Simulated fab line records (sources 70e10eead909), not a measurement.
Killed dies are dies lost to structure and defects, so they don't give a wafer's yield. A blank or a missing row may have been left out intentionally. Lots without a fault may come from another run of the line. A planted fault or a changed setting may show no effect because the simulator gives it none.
What tool caused it?	flow nand_harc	6 lots, 18 wafers sampled, at 3 steps of a route of 1302

## WHAT THE GAUGES SHOWED, per wafer
NHARC_A_M1_CD_MEAS_09 targets a cd of 120 nm.
lot	measured	on	cd_nm (nm)
L924	day 23 05:10	cd_sem-02	120.4 120.2 119.9
L927	day 24 02:40	cd_sem-01	120.1 120.4 118.2
L928	day 24 19:02	cd_sem-02	120.5 119.7 118.7
L939	day 29 16:20	cd_sem-02	125.7 124.9 125.8
L943	day 30 18:01	cd_sem-01	120.2 119.5 119.3
L946	day 33 00:02	cd_sem-03	120.8 120.6 122.9

## WHAT TOOL EACH LOT RAN ON (gives the tool, then ch and the chambers of the sampled wafers, and finally the start)
lot	NHARC_A_M0_ANNEAL_30	NHARC_A_M1_PEB_07
L924	rtp_anneal-01 ch 0, day 23 03:08	litho_track-01 ch 0, day 23 05:05
L927	rtp_anneal-02 ch 0, day 23 23:38	litho_track-06 ch 0, day 24 02:35
L928	rtp_anneal-01 ch 0, day 24 16:49	litho_track-01 ch 0, day 24 18:57
L939	rtp_anneal-02 ch 0, day 29 14:00	litho_track-06 ch 0, day 29 16:15
L943	rtp_anneal-01 ch 0, day 30 15:49	litho_track-01 ch 0, day 30 17:56
L946	rtp_anneal-01 ch 0, day 32 22:01	litho_track-04 ch 0, day 32 23:57
- NHARC_A_M0_ANNEAL_30: time 90 s.
- NHARC_A_M1_PEB_07: peb time 65 s.

## THE ANSWER, worked out from the rows above alone
Rule: the lots themselves supply what counts as usual. Put in order of their means at a reading, lots are off if they are a third of the lots or fewer, leave a main group of 4 or more, and stand apart from it by a gap of 3 or more times the standard deviation of the main group's means; of several such gaps the widest counts. A main group is skipped when, at the precision printed for the reading in the tables above, its means are all equal. Also off: a lot with no number at a reading for which 4 or more lots have one. Any other lot the step has rows for is counted as sound.
Off: L939 (NHARC_A_M1_CD_MEAS_09, cd_nm). Main group: mean 120.1 nm, sd 0.7.
If a tool, at a process step before that reading, ran all the lots that are off and no sound lot after the first of them, it fits. Those tools and the gauges at NHARC_A_M1_CD_MEAS_09 are tried in the same way. Can't be told from this: 3 tools fit, rtp_anneal-02 at NHARC_A_M0_ANNEAL_30, litho_track-06 at NHARC_A_M1_PEB_07, cd_sem-02 at NHARC_A_M1_CD_MEAS_09.

## WHAT THE SIMULATOR HAD PUT IN
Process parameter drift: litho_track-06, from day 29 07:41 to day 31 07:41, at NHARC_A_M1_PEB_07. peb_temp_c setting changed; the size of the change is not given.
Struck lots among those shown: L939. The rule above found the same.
